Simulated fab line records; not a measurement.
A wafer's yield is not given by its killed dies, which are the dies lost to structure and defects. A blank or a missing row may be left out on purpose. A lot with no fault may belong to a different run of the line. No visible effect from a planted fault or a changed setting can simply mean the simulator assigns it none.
Which tool did it? | flow nand harc | 24 lots with 72 wafers sampled at 5 steps, on a route of 1302 steps

WHAT THE GAUGES SHOWED, per wafer
NHARC_A_BONDPAD_CD_MEAS_13.
lot  | measured     | on        | cd nm (nm)
L074 | day 23 05:52 | cd sem-03 | 496.6 500.7 497.3
L075 | day 23 17:31 | cd sem-03 | 498.3 499.6 499.7
L077 | day 24 00:12 | cd sem-03 | 502.6 500.0 500.9
L078 | day 24 05:34 | cd sem-03 | 501.9 501.0 500.4
L076 | day 24 06:09 | cd sem-02 | 498.8 500.6 501.7
L079 | day 25 22:02 | cd sem-03 | 499.4 501.5 499.6
L080 | day 25 23:41 | cd sem-01 | 500.4 498.0 499.5
L082 | day 26 07:23 | cd sem-02 | 496.9 499.7 499.0
L081 | day 26 08:49 | cd sem-01 | 496.2 500.4 497.4
L085 | day 27 19:24 | cd sem-01 | 499.8 499.1 497.8
L083 | day 27 21:59 | cd sem-03 | 500.7 499.7 502.0
L084 | day 27 23:25 | cd sem-02 | 501.7 501.4 502.4
L086 | day 28 01:58 | cd sem-02 | 501.8 499.3 500.6
L087 | day 28 20:19 | cd sem-01 | 503.8 503.5 503.1
L091 | day 29 04:11 | cd sem-01 | 498.5 499.7 499.4
L088 | day 29 06:49 | cd sem-03 | 498.9 499.4 498.3
L090 | day 29 13:49 | cd sem-02 | 497.8 498.8 498.8
L089 | day 29 23:36 | cd sem-03 | 498.4 500.0 498.0
L092 | day 30 05:44 | cd sem-02 | 499.6 498.3 499.8
L093 | day 31 11:49 | cd sem-01 | 500.9 500.6 499.5
L094 | day 31 20:51 | cd sem-03 | 500.5 499.8 497.9
L096 | day 32 01:20 | cd sem-01 | 500.9 501.1 499.2
L095 | day 32 03:08 | cd sem-03 | 498.0 499.1 497.3
L097 | day 32 06:42 | cd sem-02 | 501.9 501.3 501.2

EACH LOT AND THE TOOL THAT RAN IT (in order: tool; ch and the chambers of the sampled wafers; start)
lot  | NHARC_A_M0_PRE_CLEAN_29                 | NHARC_A_M1_ETCH_15                            | NHARC_A_M1_PVD_20                       | NHARC_A_M1_PRE_CLEAN_32
L074 | pvd sputter-02, day 23 03:36 or earlier | rie diel-08 ch 0,1,3, day 23 03:36 or earlier | pvd sputter-02, day 23 03:36 or earlier | pecvd-04 ch 0,1, day 23 03:36
L075 | pvd sputter-02, day 23 15:15 or earlier | rie diel-06 ch 0,1,3, day 23 15:15 or earlier | pvd sputter-02, day 23 15:15 or earlier | pecvd-03 ch 0,1,2, day 23 15:15
L077 | pvd sputter-01, day 23 21:46 or earlier | rie diel-06 ch 0,3, day 23 21:46 or earlier   | pvd sputter-03, day 23 21:46 or earlier | pecvd-01 ch 1,2, day 23 21:46
L078 | pvd sputter-03, day 24 03:19 or earlier | rie diel-09 ch 2,3, day 24 03:19 or earlier   | pvd sputter-01, day 24 03:19 or earlier | pecvd-01 ch 0,1,2, day 24 03:19
L076 | pvd sputter-03, day 24 03:46 or earlier | rie diel-09 ch 1,3, day 24 03:46 or earlier   | pvd sputter-03, day 24 03:46 or earlier | pecvd-04 ch 0,1,2, day 24 03:46
L079 | pvd sputter-03, day 25 19:46 or earlier | rie diel-09 ch 1,2,3, day 25 19:46 or earlier | pvd sputter-01, day 25 19:46 or earlier | pecvd-04 ch 0,1,2, day 25 19:46
L080 | pvd sputter-02, day 25 21:26 or earlier | rie diel-06 ch 1,3, day 25 21:26 or earlier   | pvd sputter-01, day 25 21:26 or earlier | pecvd-01 ch 1,2, day 25 21:26
L082 | pvd sputter-02, day 26 05:08 or earlier | rie diel-09 ch 0,1,2, day 26 05:08 or earlier | pvd sputter-02, day 26 05:08 or earlier | pecvd-01 ch 0,1,2, day 26 05:08
L081 | pvd sputter-02, day 26 06:16 or earlier | rie diel-08 ch 0,1,3, day 26 06:16 or earlier | pvd sputter-01, day 26 06:16 or earlier | pecvd-04 ch 0,2, day 26 06:16
L085 | pvd sputter-03, day 27 17:10 or earlier | rie diel-09 ch 0,1, day 27 17:10 or earlier   | pvd sputter-03, day 27 17:10 or earlier | pecvd-03 ch 0,1,2, day 27 17:10
L083 | pvd sputter-03, day 27 19:25 or earlier | rie diel-06 ch 0,2, day 27 19:25 or earlier   | pvd sputter-01, day 27 19:25 or earlier | pecvd-01 ch 0,2, day 27 19:25
L084 | pvd sputter-01, day 27 20:54 or earlier | rie diel-06 ch 1,2, day 27 20:54 or earlier   | pvd sputter-01, day 27 20:54 or earlier | pecvd-04 ch 0,1,2, day 27 20:54
L086 | pvd sputter-03, day 27 23:43 or earlier | rie diel-08 ch 0,1, day 27 23:43 or earlier   | pvd sputter-01, day 27 23:43 or earlier | pecvd-03 ch 0,1,2, day 27 23:43
L087 | pvd sputter-02, day 28 17:56 or earlier | rie diel-09 ch 1,2, day 28 17:56 or earlier   | pvd sputter-02, day 28 17:56 or earlier | pecvd-04 ch 0,1,2, day 28 17:56
L091 | pvd sputter-02, day 29 01:49 or earlier | rie diel-09 ch 0,1, day 29 01:49 or earlier   | pvd sputter-02, day 29 01:49 or earlier | pecvd-03 ch 0,1,2, day 29 01:49
L088 | pvd sputter-03, day 29 04:26 or earlier | rie diel-08 ch 2,3, day 29 04:26 or earlier   | pvd sputter-02, day 29 04:26 or earlier | pecvd-03 ch 0,1,2, day 29 04:26
L090 | pvd sputter-02, day 29 11:26 or earlier | rie diel-06 ch 0,2,3, day 29 11:26 or earlier | pvd sputter-01, day 29 11:26 or earlier | pecvd-03 ch 0,1, day 29 11:26
L089 | pvd sputter-03, day 29 21:02 or earlier | rie diel-09 ch 0,3, day 29 21:02 or earlier   | pvd sputter-03, day 29 21:02 or earlier | pecvd-01 ch 0,2, day 29 21:02
L092 | pvd sputter-01, day 30 03:25 or earlier | rie diel-06 ch 1,2, day 30 03:25 or earlier   | pvd sputter-01, day 30 03:25 or earlier | pecvd-04 ch 0,1,2, day 30 03:25
L093 | pvd sputter-01, day 31 09:32 or earlier | rie diel-06 ch 1,2,3, day 31 09:32 or earlier | pvd sputter-02, day 31 09:32 or earlier | pecvd-04 ch 1,2, day 31 09:32
L094 | pvd sputter-02, day 31 18:24 or earlier | rie diel-06 ch 0,2,3, day 31 18:24 or earlier | pvd sputter-03, day 31 18:24 or earlier | pecvd-04 ch 1,2, day 31 18:24
L096 | pvd sputter-02, day 31 23:05 or earlier | rie diel-08 ch 0,1,2, day 31 23:05 or earlier | pvd sputter-02, day 31 23:05 or earlier | pecvd-04 ch 0,2, day 31 23:05
L095 | pvd sputter-03, day 32 00:36 or earlier | rie diel-09 ch 0,1,2, day 32 00:36 or earlier | pvd sputter-02, day 32 00:36 or earlier | pecvd-01 ch 0,2, day 32 00:36
L097 | pvd sputter-01, day 32 04:07 or earlier | rie diel-08 ch 1,2, day 32 04:07 or earlier   | pvd sputter-02, day 32 04:07 or earlier | pecvd-01 ch 0,2, day 32 04:07
- NHARC_A_M0_PRE_CLEAN_29: time 30 s.
- NHARC_A_M1_ETCH_15: etches the open film in C4F8/Ar, target depth 182.5 nm, time 91.2 s.
- NHARC_A_M1_PVD_20: deposits TaN, target thk 5 nm, time 8.06 s.
- NHARC_A_M1_PRE_CLEAN_32: time 12 s.

WHAT THE TOOLS THEMSELVES READ (means of the sampled wafers that have a number; where no wafer has one, the mark that the record gives instead)
NHARC_A_M0_PRE_CLEAN_29.
lot  | tool           | heater power w (W)
L074 | pvd sputter-02 | 407
L075 | pvd sputter-02 | 425
L077 | pvd sputter-01 | 388
L078 | pvd sputter-03 | 414
L076 | pvd sputter-03 | 424
L079 | pvd sputter-03 | 423
L080 | pvd sputter-02 | 431
L082 | pvd sputter-02 | 432
L081 | pvd sputter-02 | 424
L085 | pvd sputter-03 | 425
L083 | pvd sputter-03 | 421
L084 | pvd sputter-01 | 363
L086 | pvd sputter-03 | 407
L087 | pvd sputter-02 | 403
L091 | pvd sputter-02 | 436
L088 | pvd sputter-03 | 428
L090 | pvd sputter-02 | 434
L089 | pvd sputter-03 | 430
L092 | pvd sputter-01 | 400
L093 | pvd sputter-01 | 382
L094 | pvd sputter-02 | 414
L096 | pvd sputter-02 | 436
L095 | pvd sputter-03 | 434
L097 | pvd sputter-01 | 393

NHARC_A_M1_ETCH_15.
lot  | tool        | oes product au (a.u.) | rf fwd power W (W) | rf vpp V (V)
L074 | rie diel-08 | 0.959                 | 596.5              | 440.3
L075 | rie diel-06 | 0.975                 | 595.9              | 441.5
L077 | rie diel-06 | 0.973                 | 593.3              | 441.2
L078 | rie diel-09 | 0.984                 | 595.6              | 438.4
L076 | rie diel-09 | 0.973                 | 595.8              | 442.9
L079 | rie diel-09 | 0.974                 | 597.5              | 441.5
L080 | rie diel-06 | 0.949                 | 598.9              | 440.7
L082 | rie diel-09 | 0.972                 | 594.0              | 442.3
L081 | rie diel-08 | 0.918                 | 595.8              | 439.1
L085 | rie diel-09 | 0.924                 | 595.5              | 440.6
L083 | rie diel-06 | 0.929                 | 595.0              | 441.4
L084 | rie diel-06 | 0.955                 | 595.9              | 440.3
L086 | rie diel-08 | 0.968                 | 596.7              | 440.1
L087 | rie diel-09 | 0.926                 | 595.3              | 442.9
L091 | rie diel-09 | 0.975                 | 595.1              | 440.0
L088 | rie diel-08 | 0.974                 | 596.1              | 439.7
L090 | rie diel-06 | 0.958                 | 593.0              | 439.2
L089 | rie diel-09 | 0.957                 | 596.9              | 437.8
L092 | rie diel-06 | 0.928                 | 594.9              | 438.4
L093 | rie diel-06 | 0.967                 | 595.8              | 437.9
L094 | rie diel-06 | 0.955                 | 593.2              | 438.7
L096 | rie diel-08 | 0.944                 | 596.3              | 441.0
L095 | rie diel-09 | 0.966                 | 598.6              | 440.1
L097 | rie diel-08 | 0.971                 | 595.9              | 440.2

NHARC_A_M1_PVD_20.
lot  | tool           | throttle valve pct (%)
L074 | pvd sputter-02 | 29.2
L075 | pvd sputter-02 | 28.3
L077 | pvd sputter-03 | 30.8
L078 | pvd sputter-01 | 30.5
L076 | pvd sputter-03 | 31.0
L079 | pvd sputter-01 | 30.8
L080 | pvd sputter-01 | 29.9
L082 | pvd sputter-02 | 27.2
L081 | pvd sputter-01 | 29.9
L085 | pvd sputter-03 | 29.4
L083 | pvd sputter-01 | 29.5
L084 | pvd sputter-01 | 29.8
L086 | pvd sputter-01 | 30.5
L087 | pvd sputter-02 | 29.0
L091 | pvd sputter-02 | 28.8
L088 | pvd sputter-02 | 28.0
L090 | pvd sputter-01 | 30.2
L089 | pvd sputter-03 | 30.5
L092 | pvd sputter-01 | 29.8
L093 | pvd sputter-02 | 30.2
L094 | pvd sputter-03 | 30.5
L096 | pvd sputter-02 | 28.0
L095 | pvd sputter-02 | 30.5
L097 | pvd sputter-02 | 30.4

NHARC_A_M1_PRE_CLEAN_32.
lot  | tool     | heater power w (W) | rf fwd power W (W)
L074 | pecvd-04 | 522                | 292.4
L075 | pecvd-03 | 654                | 291.7
L077 | pecvd-01 | 719                | 292.3
L078 | pecvd-01 | 718                | 292.7
L076 | pecvd-04 | 556                | 292.3
L079 | pecvd-04 | 572                | 292.4
L080 | pecvd-01 | 681                | 292.5
L082 | pecvd-01 | 704                | 293.3
L081 | pecvd-04 | 620                | 292.4
L085 | pecvd-03 | 668                | 292.8
L083 | pecvd-01 | 730                | 292.7
L084 | pecvd-04 | 564                | 293.7
L086 | pecvd-03 | 648                | 292.7
L087 | pecvd-04 | 574                | 292.2
L091 | pecvd-03 | 638                | 292.9
L088 | pecvd-03 | 683                | 292.4
L090 | pecvd-03 | 685                | 292.4
L089 | pecvd-01 | 653                | 292.4
L092 | pecvd-04 | 558                | 292.8
L093 | pecvd-04 | 583                | 293.3
L094 | pecvd-04 | 549                | 292.9
L096 | pecvd-04 | 651                | 293.3
L095 | pecvd-01 | 619                | 293.0
L097 | pecvd-01 | 595                | 293.0

THE ANSWER, worked out from the rows above alone
Rule: the lots themselves supply what counts as usual. The widest of any qualifying gaps counts: lots, ordered by their means at a reading, are off when they make up no more than a third of the lots, leave a main group of 4 or more, and stand apart from it by 3 or more times the standard deviation of that group's means. A main group is skipped when, at the precision printed for the reading in the tables above, its means are all equal. A lot without any number at a reading at which 4 lots or more have one is off too. Any other lot the step has rows for is counted as sound. First the gauges in route order, then the tools' own readings, where a lot's mean is used as printed above. At the first step where some lot is off, the reading lying furthest off is the one used; lots without a number count as furthest.
No lot is off on any of the readings shown, so nothing can be concluded from this.

WHAT HAD BEEN PUT IN BY THE SIMULATOR
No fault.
